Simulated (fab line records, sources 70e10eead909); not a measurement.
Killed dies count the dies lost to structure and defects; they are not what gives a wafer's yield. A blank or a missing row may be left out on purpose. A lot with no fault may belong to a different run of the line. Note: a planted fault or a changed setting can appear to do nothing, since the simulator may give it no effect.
Which tool was responsible?    flow nand-harc    33 wafers from 11 lots sampled at 4 of the route's 1302 steps

## WHAT EACH GAUGE READ, for each wafer
NHARC_A_CHANNEL_HOLE_D2_INSPECT_40.
lot   measured      on                 raw-defect-count
L669  day 13 23:55  defect-inspect-02  339 428 346
L670  day 14 08:24  defect-inspect-02  238 341 249
L672  day 15 03:18  defect-inspect-02  305 322 304
L679  day 17 23:16  defect-inspect-01  829 786 860
L680  day 18 07:18  defect-inspect-02  903 932 948
L681  day 19 00:20  defect-inspect-02  947 934 833
L683  day 19 08:14  defect-inspect-02  240 216 204
L685  day 20 13:13  defect-inspect-02  197 253 220
L689  day 22 15:29  defect-inspect-02  389 299 307
L691  day 22 15:58  defect-inspect-01  410 427 350
L690  day 23 03:26  defect-inspect-02  229 260 234

## WHAT TOOL EACH LOT RAN ON (gives the tool, then ch and the chambers of the sampled wafers, and finally the start)
lot   NHARC_A_CHANNEL_HOLE_D2_ETCH_39     NHARC_A_CHANNEL_HOLE_D2_ETCH_22   NHARC_A_CHANNEL_HOLE_D2_ETCH_24
L669  rie-diel-02 ch 0,1,2, day 13 10:42  har-etch-02 ch 0, day 13 15:46    har-etch-02 ch 0, day 13 18:17
L670  rie-diel-04 ch 1,3, day 13 21:09    har-etch-02 ch 0, day 14 00:16    har-etch-02 ch 0, day 14 02:47
L672  rie-diel-04 ch 0,2,3, day 14 15:53  har-etch-02 ch 1, day 14 19:07    har-etch-02 ch 1, day 14 21:38
L679  rie-diel-04 ch 2,3, day 17 16:32    har-etch-01 ch 0,1, day 17 18:23  har-etch-01 ch 0,1, day 17 19:38
L680  rie-diel-04 ch 0,1,3, day 18 00:38  har-etch-01 ch 0, day 18 02:33    har-etch-01 ch 0, day 18 03:52
L681  rie-diel-04 ch 0,2,3, day 18 17:22  har-etch-01 ch 0,1, day 18 19:30  har-etch-01 ch 0,1, day 18 20:45
L683  rie-diel-02 ch 1,2,3, day 18 20:25  har-etch-02 ch 0,1, day 19 03:23  har-etch-02 ch 0,1, day 19 04:40
L685  rie-diel-02 ch 1,2,3, day 20 06:31  har-etch-01 ch 0,1, day 20 08:28  har-etch-01 ch 0,1, day 20 09:46
L689  rie-diel-10 ch 1,2,3, day 22 07:46  har-etch-02 ch 0,1, day 22 10:40  har-etch-02 ch 0,1, day 22 11:55
L691  rie-diel-02 ch 2,3, day 22 07:55    har-etch-01 ch 0,1, day 22 11:13  har-etch-01 ch 0,1, day 22 12:31
L690  rie-diel-04 ch 0,2,3, day 22 20:46  har-etch-01 ch 1, day 22 22:36    har-etch-01 ch 1, day 22 23:52
- NHARC_A_CHANNEL_HOLE_D2_ETCH_39: etches the open film in N2/H2, target depth 260 nm, time 325 s.
- NHARC_A_CHANNEL_HOLE_D2_ETCH_22: etches the open film in C4F8/O2/Ar, time 666.7 s, target depth 1600 nm.
- NHARC_A_CHANNEL_HOLE_D2_ETCH_24: etches the open film in C4F8/O2/Ar, time 906.2 s, target depth 1500 nm.

## THE ANSWER, worked out from the rows above alone
Rule: the usual values come from the lots themselves. Put in order of their means at a reading, lots are off if they are a third of the lots or fewer, leave a main group of 4 or more, and stand apart from it by a gap of 3 or more times the standard deviation of the main group's means; of several such gaps the widest counts. A main group is skipped when, at the precision printed for the reading in the tables above, its means are all equal. A lot without any number at a reading at which 4 lots or more have one is off too. All remaining lots with rows at the step are treated as sound.
Off: L679, L680, L681 (NHARC_A_CHANNEL_HOLE_D2_INSPECT_40, raw-defect-count). Mean 296 and standard deviation 63 in the main group.
A tool fits if, at a process step before that reading, it ran every lot that is off, and no sound lot after the first of them. The gauges at NHARC_A_CHANNEL_HOLE_D2_INSPECT_40 are tried like those tools. Not one of the candidates tried fits.

## WHAT THE SIMULATOR HAD PUT IN
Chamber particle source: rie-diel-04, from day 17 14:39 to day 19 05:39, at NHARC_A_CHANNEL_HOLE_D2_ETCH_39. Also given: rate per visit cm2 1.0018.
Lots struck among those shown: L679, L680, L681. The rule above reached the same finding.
